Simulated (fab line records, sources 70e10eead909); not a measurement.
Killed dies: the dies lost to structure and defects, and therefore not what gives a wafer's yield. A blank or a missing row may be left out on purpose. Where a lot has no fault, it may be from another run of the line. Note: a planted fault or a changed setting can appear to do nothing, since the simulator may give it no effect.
Which tool was responsible? | flow nand-harc | 24 lots, 72 wafers sampled, at 4 steps of a route of 1302

WHAT THE GAUGES READ, wafer by wafer
NHARC_A_START_INSPECT_01.
lot  | measured     | on                | raw-defect-count
L074 | day 6 13:30  | defect-inspect-02 | 3 3 4
L075 | day 7 05:53  | defect-inspect-01 | 2 2 2
L076 | day 7 17:31  | defect-inspect-01 | 3 1 2
L077 | day 7 19:14  | defect-inspect-02 | 3 5 6
L078 | day 8 07:05  | defect-inspect-02 | 3 2 5
L079 | day 8 18:59  | defect-inspect-01 | 3 2 3
L080 | day 9 04:44  | defect-inspect-01 | 5 4 2
L081 | day 9 20:12  | defect-inspect-01 | 1 2 6
L082 | day 9 22:09  | defect-inspect-02 | 5 6 3
L083 | day 10 15:33 | defect-inspect-02 | 2 3 2
L084 | day 10 20:21 | defect-inspect-02 | 3 0 6
L085 | day 11 08:41 | defect-inspect-01 | 3 2 5
L086 | day 12 01:44 | defect-inspect-01 | 7 6 3
L087 | day 12 02:31 | defect-inspect-02 | 6 3 1
L089 | day 12 18:13 | defect-inspect-01 | 3 5 4
L088 | day 12 19:28 | defect-inspect-01 | 3 2 1
L090 | day 13 10:36 | defect-inspect-01 | 2 5 4
L091 | day 13 12:39 | defect-inspect-01 | 2 1 4
L092 | day 14 06:25 | defect-inspect-01 | 3 5 7
L093 | day 14 13:16 | defect-inspect-02 | 4 2 3
L094 | day 15 00:26 | defect-inspect-02 | 1 3 5
L095 | day 15 07:31 | defect-inspect-02 | 4 3 2
L096 | day 15 20:46 | defect-inspect-02 | 4 3 3
L097 | day 16 03:11 | defect-inspect-02 | 2 4 4

NHARC_A_ONON_D1_INSPECT_32.
lot  | measured     | on                | raw-defect-count
L074 | day 8 02:47  | defect-inspect-02 | 81 83 83
L075 | day 8 20:34  | defect-inspect-01 | 54 43 54
L076 | day 9 08:40  | defect-inspect-02 | 63 81 26
L077 | day 9 08:41  | defect-inspect-01 | 43 104 71
L078 | day 10 02:42 | defect-inspect-02 | 133 94 127
L079 | day 10 08:37 | defect-inspect-02 | 64 62 50
L080 | day 10 19:39 | defect-inspect-01 | 57 84 100
L081 | day 11 10:31 | defect-inspect-02 | 111 68 53
L082 | day 11 10:31 | defect-inspect-01 | 37 55 49
L083 | day 12 03:23 | defect-inspect-02 | 46 106 41
L084 | day 12 09:14 | defect-inspect-01 | 100 90 93
L085 | day 12 23:29 | defect-inspect-01 | 91 86 63
L086 | day 13 13:58 | defect-inspect-02 | 103 106 70
L087 | day 13 13:51 | defect-inspect-01 | 65 91 53
L089 | day 14 05:36 | defect-inspect-02 | 36 50 69
L088 | day 14 05:34 | defect-inspect-01 | 79 74 43
L090 | day 14 23:56 | defect-inspect-02 | 36 70 45
L091 | day 14 23:40 | defect-inspect-01 | 78 86 114
L092 | day 15 18:38 | defect-inspect-02 | 102 87 99
L093 | day 16 02:28 | defect-inspect-02 | 31 87 39
L094 | day 16 14:00 | defect-inspect-02 | 70 71 61
L095 | day 17 01:23 | defect-inspect-02 | 93 97 85
L096 | day 17 09:57 | defect-inspect-01 | 62 86 51
L097 | day 17 17:38 | defect-inspect-01 | 67 62 54

NHARC_A_CHANNEL_HOLE_D1_CD_MEAS_10 targets a cd of 100 nm.
lot  | measured     | on        | cd-nm (nm)
L074 | day 8 05:31  | cd-sem-03 | 99.6 100.4 100.4
L075 | day 9 02:20  | cd-sem-03 | 101.4 100.7 100.9
L076 | day 9 11:40  | cd-sem-01 | 102.3 101.4 100.9
L077 | day 9 12:55  | cd-sem-01 | 100.7 101.3 101.1
L078 | day 10 05:25 | cd-sem-01 | 99.8 101.8 100.9
L079 | day 10 12:04 | cd-sem-01 | 100.3 99.9 100.7
L080 | day 10 23:52 | cd-sem-02 | 101.7 101.7 101.7
L081 | day 11 15:53 | cd-sem-02 | 100.4 101.8 101.7
L082 | day 11 17:22 | cd-sem-02 | 99.0 99.2 99.8
L083 | day 12 08:49 | cd-sem-03 | 100.9 100.6 100.9
L084 | day 12 14:26 | cd-sem-03 | 100.3 100.3 100.5
L085 | day 13 03:04 | cd-sem-03 | 99.7 100.6 99.8
L086 | day 13 20:50 | cd-sem-03 | 100.1 100.5 98.9
L087 | day 13 20:17 | cd-sem-02 | 100.9 101.2 100.1
L089 | day 14 09:56 | cd-sem-01 | 100.8 100.5 100.4
L088 | day 14 09:08 | cd-sem-03 | 100.4 101.1 100.8
L090 | day 15 02:38 | cd-sem-02 | 100.2 99.6 101.1
L091 | day 15 02:16 | cd-sem-02 | 100.1 100.7 100.1
L092 | day 15 21:17 | cd-sem-01 | 100.4 101.7 101.0
L093 | day 16 05:12 | cd-sem-02 | 100.8 100.4 101.5
L094 | day 16 17:34 | cd-sem-01 | 100.4 99.7 100.0
L095 | day 17 05:02 | cd-sem-02 | 100.3 99.9 101.4
L096 | day 17 12:40 | cd-sem-03 | 99.7 100.4 100.4
L097 | day 17 20:20 | cd-sem-03 | 99.4 99.6 100.1

WHICH TOOL RAN EACH LOT (tool, then ch and the chambers of the sampled wafers, then the start)
lot  | NHARC_A_ZERO_WELL_ETCH_13
L074 | rie-si-02 ch 1,3, day 6 14:42
L075 | rie-si-06 ch 0,1,2, day 7 07:11
L076 | rie-si-06 ch 0,1,3, day 7 18:35
L077 | rie-si-02 ch 1,2,3, day 7 20:26
L078 | rie-si-02 ch 1,2, day 8 08:19
L079 | rie-si-02 ch 1,2, day 8 20:11
L080 | rie-si-06 ch 0,1, day 9 05:49
L081 | rie-si-04 ch 1,2, day 9 21:17
L082 | rie-si-04 ch 0,2,3, day 9 23:21
L083 | rie-si-04 ch 0,2,3, day 10 16:45
L084 | rie-si-04 ch 0,2, day 10 21:34
L085 | rie-si-04 ch 0,3, day 11 09:46
L086 | rie-si-04 ch 0,2,3, day 12 02:50
L087 | rie-si-06 ch 1,2,3, day 12 03:37
L089 | rie-si-06 ch 0,1,3, day 12 19:18
L088 | rie-si-04 ch 0,2,3, day 12 20:34
L090 | rie-si-06 ch 1,2,3, day 13 11:47
L091 | rie-si-02 ch 0,1,3, day 13 13:43
L092 | rie-si-06 ch 1,3, day 14 07:29
L093 | rie-si-02 ch 0,1,2, day 14 14:31
L094 | rie-si-02 ch 0,1, day 15 01:39
L095 | rie-si-06 ch 0,2,3, day 15 08:49
L096 | rie-si-04 ch 1,2,3, day 15 21:58
L097 | rie-si-04 ch 0,1, day 16 04:16
- NHARC_A_ZERO_WELL_ETCH_13: etches the open film in HBr/Cl2, target depth 120 nm, time 40.1 s.

WHAT THE TOOLS THEMSELVES READ (means of the sampled wafers that have a number; where no wafer has one, the mark that the record gives instead)
NHARC_A_ZERO_WELL_ETCH_13.
lot  | tool      | drypump-motor-current-A (A) | oes-product-au (a.u.) | throttle-valve-pct (%)
L074 | rie-si-02 | 5.8                         | 0.986                 | 26.418
L075 | rie-si-06 | 5.7                         | 1.000                 | 26.407
L076 | rie-si-06 | 5.6                         | 1.002                 | 26.397
L077 | rie-si-02 | 5.9                         | 0.994                 | 26.402
L078 | rie-si-02 | 5.6                         | 0.990                 | 26.410
L079 | rie-si-02 | 5.6                         | 0.991                 | 26.402
L080 | rie-si-06 | 5.6                         | 0.992                 | 26.408
L081 | rie-si-04 | 5.6                         | 1.010                 | 26.395
L082 | rie-si-04 | 6.1                         | 0.998                 | 26.401
L083 | rie-si-04 | 6.1                         | 1.006                 | 26.410
L084 | rie-si-04 | 5.7                         | 1.014                 | 26.408
L085 | rie-si-04 | 6.5                         | 0.990                 | 26.402
L086 | rie-si-04 | 6.1                         | 0.999                 | 26.402
L087 | rie-si-06 | 5.7                         | 1.000                 | 26.410
L089 | rie-si-06 | 5.7                         | 0.992                 | 26.400
L088 | rie-si-04 | 6.1                         | 1.006                 | 26.404
L090 | rie-si-06 | 5.7                         | 1.008                 | 26.407
L091 | rie-si-02 | 5.8                         | 1.008                 | 26.401
L092 | rie-si-06 | 5.5                         | 1.003                 | 26.400
L093 | rie-si-02 | 5.6                         | 1.004                 | 26.403
L094 | rie-si-02 | 5.5                         | 1.003                 | 26.407
L095 | rie-si-06 | 5.9                         | 0.996                 | 26.412
L096 | rie-si-04 | 6.1                         | 1.003                 | 26.409
L097 | rie-si-04 | 6.3                         | 0.995                 | 26.401

THE ANSWER, worked out from the rows above alone
Rule: the lots themselves supply what counts as usual. The widest of any qualifying gaps counts: lots, ordered by their means at a reading, are off when they make up no more than a third of the lots, leave a main group of 4 or more, and stand apart from it by 3 or more times the standard deviation of that group's means. If all means in a main group match to the digits the tables above print for the reading, that group is not used. A lot without any number at a reading at which 4 lots or more have one is off too. Where the step has rows for the other lots, those lots are counted as sound. Order of review: gauges by route order, followed by the tools' own readings, for which a lot's mean as printed above is used. The first step at which some lot is off is used, and at that step the reading that is off furthest; a lot without a number counts as furthest.
Nothing can be told from this: no lot is off at any reading shown.

WHAT HAD BEEN PUT IN BY THE SIMULATOR
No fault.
